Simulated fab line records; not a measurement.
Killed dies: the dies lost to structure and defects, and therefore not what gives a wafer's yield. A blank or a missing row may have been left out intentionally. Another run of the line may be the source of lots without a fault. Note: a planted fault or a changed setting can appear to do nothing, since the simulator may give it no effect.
fab line records -- flow nand-harc -- part 2 of 2: steps 24 to 24 of 24
record: lots: 7, wafers: 21, last-day: 27
route steps=1159 shown P_M1@315 P_M2@318 END@1159
lots untouched by any fault: they come from a run of this same line in which no faults occurred
start-h: start of the lot's first displayed wafer, in hours after the record's first day -- wait-h: hours elapsed since this lot's preceding step -- " identical to the entry in the row above -- L1.1+2: several wafers, shown together as one row -- - no value present, or no start provided -- * or withheld: withheld -- < > ~ a bound
route shown NAME@n: NAME is a module with steps in the file, n the number in the route of the first one -- usual: the fault-free wafers' mean and standard deviation -- same: alike in all rows -- chamber/n: place in a boat -- sites: per-site readings -- _std_site: the values' standard deviation -- _edge_site: outer sites' mean less inner sites' -- radius-mm: how far each site lies from the wafer's centre -- mask NAME#n: copy n -- behind: the most recent tool/chamber to have shaped the wafer -- hold: the reason the lot was held/the length of the hold in hours/how it ended -- device: whichever transistor did not switch (one of n, p or np) -- end of line: the tests these same wafers got at the end of their route -- step lacking rows: just its recipe -- killed: at the first sort, the dies lost to defects and structure; wafer yield is something else -- map: the dies of a wafer, with x for killed, . for not killed, _ for no die there
set.NAME: setting as actually run; set.NAME@STEP: the setting as run at that earlier step -- model.NAME: the simulator's own value behind a step, which no gauge read
certain route steps with their lots: each step a table, each wafer a row
services: when a tool's chamber went out of use (start-h, in hours from the record's first day, below 0 if earlier), for how many hours, and the reason
== steps ==
step: NHARC_END_SORT_01
recipe: temp-c: 25
usual: defect-limited-yield: 95.1/1.7, killed-at-array: 29/11, killed-at-other: 0.5/0.85, killed-at-periphery: 3.0/2.3, killed-dies: 33/12, killed-open: 3.3/1.9, killed-short: 2.0/1.5, sort_bin_2_pct: 1.5/0.66, sort_bin_3_pct: 0.25/0.21, sort_bin_4_pct: 3.1/1.2, sort-n-pass: 644/12, sort-rim-yield-pct: 96.7/2, sort-yield-pct: 95.1/1.7
same: gross-dies: 677, sort_bin_5_pct[%]: 0, sort_bin_6_pct[%]: 0, sort_bin_7_pct[%]: 0, sort_bin_8_pct[%]: 0, sort-rim-n-gross: 106.00
lot.wafer,tool,chamber,start-h,wait-h,defect-limited-yield[%],killed-at-array,killed-at-other,killed-at-periphery,killed-dies,killed-open,killed-short,sort_bin_2_pct[%],sort_bin_3_pct[%],sort_bin_4_pct[%],sort-n-pass,sort-rim-yield-pct[%],sort-yield-pct[%]
L705.3,prober-02,0,585.68,3.1,97.9,13,0,1,14,1,4,0.6,0.15,1.3,663,98.1,97.9
L705.4,prober-02,0,586.47,3.4,97.9,11,0,3,14,1,3,0.9,0,1.2,663,100.0,97.9
L705.5,prober-02,0,587.26,3.7,98.5,9,0,1,10,1,1,0.4,0,1.0,667,96.2,98.5
L711.3,prober-02,0,593.46,3.1,97.3,16,0,2,18,4,1,0.4,0.15,2.1,659,100.0,97.3
L711.4,prober-02,0,594.27,3.4,97.5,12,1,4,17,3,1,0.6,0.15,1.8,660,96.2,97.5
L711.6,prober-02,0,595.89,4.0,96.8,14,1,7,22,8,1,1.0,0,2.2,655,98.1,96.8
L708.1,prober-02,0,599.70,2.5,96.0,22,1,4,27,8,6,0.9,0.15,3.0,650,95.3,96.0
L708.2,prober-02,0,600.51,2.8,96.2,20,0,6,26,4,2,1.3,0,2.5,651,97.2,96.2
L708.3,prober-02,0,601.32,3.1,96.8,14,0,8,22,4,2,0.9,0.15,2.2,655,98.1,96.8
L716.3,prober-02,0,616.90,3.1,94.5,36,0,1,37,2,1,1.6,0.44,3.4,640,99.1,94.5
L716.4,prober-02,0,617.70,3.4,93.6,39,1,3,43,2,0,1.9,0.15,4.3,634,95.3,93.6
L716.5,prober-02,0,618.50,3.7,92.5,47,1,3,51,6,1,2.7,0.30,4.6,626,94.3,92.5
L723.2,prober-02,0,647.31,2.8,95.7,25,0,4,29,3,1,0.7,0.15,3.4,648,98.1,95.7
L723.4,prober-02,0,648.90,3.4,94.8,31,1,3,35,3,1,1.3,0.44,3.4,642,99.1,94.8
L723.5,prober-02,0,649.69,3.7,95.6,26,0,4,30,3,3,1.0,0,3.4,647,94.3,95.6
L715.2,prober-02,0,655.04,2.8,93.6,39,0,4,43,3,3,1.3,0.30,4.7,634,97.2,93.6
L715.4,prober-02,0,656.64,3.4,93.9,39,0,2,41,1,1,1.3,0.15,4.6,636,99.1,93.9
L715.6,prober-02,0,658.24,4.0,93.8,41,0,1,42,2,0,2.7,0.44,3.1,635,97.2,93.8
killed by level:class
L705.3 A_CONTACT:chamber-film-flake=6 A_CHANNEL_HOLE_D1:chamber-film-flake=2 A_CHANNEL_HOLE_D1:geometric-particle:open=1 A_CHANNEL_FILL_D1:geometric-particle:short=1 A_SLIT:geometric-particle:short=1 A_WL_FILL:geometric-particle:short=1 A_CONTACT:geometric-particle:short=1 P_GATE:chamber-film-flake=1
L705.4 A_CONTACT:chamber-film-flake=5 A_CHANNEL_HOLE_D1:chamber-film-flake=3 P_STI:geometric-particle:short=1 P_GATE:geometric-particle:short=1 A_CHANNEL_FILL_D1:geometric-particle:short=1 A_WL_FILL:geometric-particle:open=1 P_STI:chamber-film-flake=1 A_STAIRCASE:chamber-film-flake=1
L705.5 A_CONTACT:chamber-film-flake=4 A_CHANNEL_HOLE_D1:chamber-film-flake=3 P_CONTACT:geometric-particle:open=1 A_M0:geometric-particle:short=1 A_STAIRCASE:chamber-film-flake=1
L711.3 A_CONTACT:chamber-film-flake=5 A_CHANNEL_HOLE_D1:chamber-film-flake=3 A_CONTACT:geometric-particle:open=2 P_GATE:geometric-particle:open=1 A_WL_FILL:geometric-particle:open=1 A_M0:geometric-particle:short=1 P_BONDPAD:chamber-film-flake=1 A_ZERO_WELL:chamber-film-flake=1
L711.4 A_CHANNEL_HOLE_D1:chamber-film-flake=3 P_CONTACT:geometric-particle:open=2 P_ZERO_WELL:chamber-film-flake=2 A_STAIRCASE:chamber-film-flake=2 A_WL_FILL:chamber-film-flake=2 A_SGD_CUT:geometric-particle:short=1 A_CONTACT:geometric-particle:open=1 A_SLIT:chamber-film-flake=1
L711.6 A_CHANNEL_HOLE_D1:chamber-film-flake=7 P_GATE:geometric-particle:open=2 A_CONTACT:geometric-particle:open=2 P_BONDPAD:chamber-film-flake=2 A_ZERO_WELL:chamber-film-flake=2 P_CONTACT:geometric-particle:open=1 P_M0:geometric-particle:open=1 A_CHANNEL_HOLE_D1:geometric-particle:open=1
L708.1 A_CONTACT:chamber-film-flake=5 A_SGD_CUT:chamber-film-flake=4 A_CHANNEL_FILL_D1:geometric-particle:open=3 A_CHANNEL_FILL_D1:geometric-particle:short=2 A_CONTACT:geometric-particle:short=2 A_M0:geometric-particle:open=2 P_M1:chamber-film-flake=2 P_ZERO_WELL:geometric-particle:short=1
L708.2 A_CHANNEL_HOLE_D1:chamber-film-flake=7 A_CONTACT:chamber-film-flake=4 A_CONTACT:geometric-particle:open=3 P_ZERO_WELL:chamber-film-flake=2 P_M1:chamber-film-flake=2 P_BONDPAD:chamber-film-flake=2 A_CHANNEL_FILL_D1:chamber-film-flake=2 A_WL_FILL:geometric-particle:short=1
L708.3 A_CHANNEL_HOLE_D1:chamber-film-flake=5 A_STAIRCASE:chamber-film-flake=3 P_ZERO_WELL:chamber-film-flake=2 P_BONDPAD:chamber-film-flake=2 A_CONTACT:chamber-film-flake=2 P_CONTACT:geometric-particle:open=1 P_M0:geometric-particle:short=1 P_M0:geometric-particle:open=1
L716.3 A_SLIT:chamber-film-flake=19 A_CHANNEL_HOLE_D1:chamber-film-flake=11 A_CONTACT:geometric-particle:open=2 A_STAIRCASE:chamber-film-flake=2 A_CHANNEL_FILL_D1:geometric-particle:short=1 P_ZERO_WELL:chamber-film-flake=1 A_WL_FILL:chamber-film-flake=1
L716.4 A_CHANNEL_HOLE_D1:chamber-film-flake=17 A_SLIT:chamber-film-flake=10 A_CONTACT:chamber-film-flake=8 P_STI:chamber-film-flake=2 A_CHANNEL_FILL_D1:chamber-film-flake=2 P_M0:geometric-particle:open=1 A_M0:geometric-particle:open=1 A_WL_FILL:chamber-film-flake=1
L716.5 A_CHANNEL_HOLE_D1:chamber-film-flake=18 A_SLIT:chamber-film-flake=18 P_STI:chamber-film-flake=3 A_STAIRCASE:chamber-film-flake=2 A_CHANNEL_FILL_D1:geometric-particle:open=1 A_SGD_CUT:geometric-particle:short=1 A_SGD_CUT:geometric-particle:open=1 A_WL_FILL:geometric-particle:open=1
L723.2 A_CHANNEL_HOLE_D1:chamber-film-flake=8 A_STAIRCASE:chamber-film-flake=6 A_BLC:chamber-film-flake=6 P_M2:chamber-film-flake=2 P_CONTACT:geometric-particle:open=1 P_M0:geometric-particle:open=1 A_SGD_CUT:geometric-particle:open=1 A_M0:geometric-particle:short=1
L723.4 A_STAIRCASE:chamber-film-flake=12 A_CHANNEL_HOLE_D1:chamber-film-flake=9 A_BLC:chamber-film-flake=4 A_SOURCE_PLATE:geometric-particle:short=1 A_CONTACT:geometric-particle:open=1 A_BLC:geometric-particle:open=1 P_GATE:chamber-film-flake=1 P_M0:chamber-film-flake=1
L723.5 A_STAIRCASE:chamber-film-flake=7 A_CHANNEL_HOLE_D1:chamber-film-flake=6 A_BLC:chamber-film-flake=5 A_CONTACT:chamber-film-flake=2 A_ZERO_WELL:chamber-film-flake=2 P_CONTACT:geometric-particle:short=1 P_CONTACT:geometric-particle:open=1 P_M0:geometric-particle:open=1
L715.2 A_SLIT:chamber-film-flake=17 A_CHANNEL_HOLE_D1:chamber-film-flake=15 A_CONTACT:chamber-film-flake=3 P_GATE:geometric-particle:open=1 P_CONTACT:geometric-particle:short=1 P_M1:geometric-particle:open=1 A_CHANNEL_FILL_D1:geometric-particle:short=1 A_WL_FILL:geometric-particle:short=1
L715.4 A_SLIT:chamber-film-flake=17 A_CHANNEL_HOLE_D1:chamber-film-flake=17 A_STAIRCASE:chamber-film-flake=4 P_GATE:geometric-particle:short=1 P_GATE:geometric-particle:open=1 A_CONTACT:chamber-film-flake=1
L715.6 A_SLIT:chamber-film-flake=19 A_CHANNEL_HOLE_D1:chamber-film-flake=17 A_STAIRCASE:chamber-film-flake=3 A_ONON_D1:geometric-particle:open=2 P_CONTACT:chamber-film-flake=1
== services ==
tool,chamber,start-h,hours,kind
rie-diel-06,-,168.29,2.1,repair
rie-diel-07,0,170.19,4.1,repair
rie-diel-06,0,171.59,-,clean
rie-diel-07,2,177.90,6.5,repair
rie-diel-07,0,182.75,-,clean
rie-diel-07,1,182.75,-,clean
rie-diel-07,3,182.75,-,clean
pecvd-02,-,184.09,1.5,repair
pecvd-04,-,195.00,13.0,pm
rie-diel-07,0,207.25,-,clean
rie-diel-07,1,207.25,-,clean
rie-diel-07,2,207.25,-,clean
rie-diel-07,3,207.25,-,clean
rie-diel-04,2,221.36,3.4,repair
rie-diel-07,-,228.20,9.0,pm
rie-diel-07,0,228.20,9.0,vent-cycle
rie-diel-07,1,228.20,9.0,vent-cycle
rie-diel-07,2,228.20,9.0,vent-cycle
rie-diel-07,3,228.20,9.0,vent-cycle
pecvd-01,-,237.16,13.0,pm
rie-diel-07,0,237.20,-,clean
rie-diel-07,1,237.20,-,clean
rie-diel-07,2,237.20,-,clean
rie-diel-07,3,237.20,-,clean
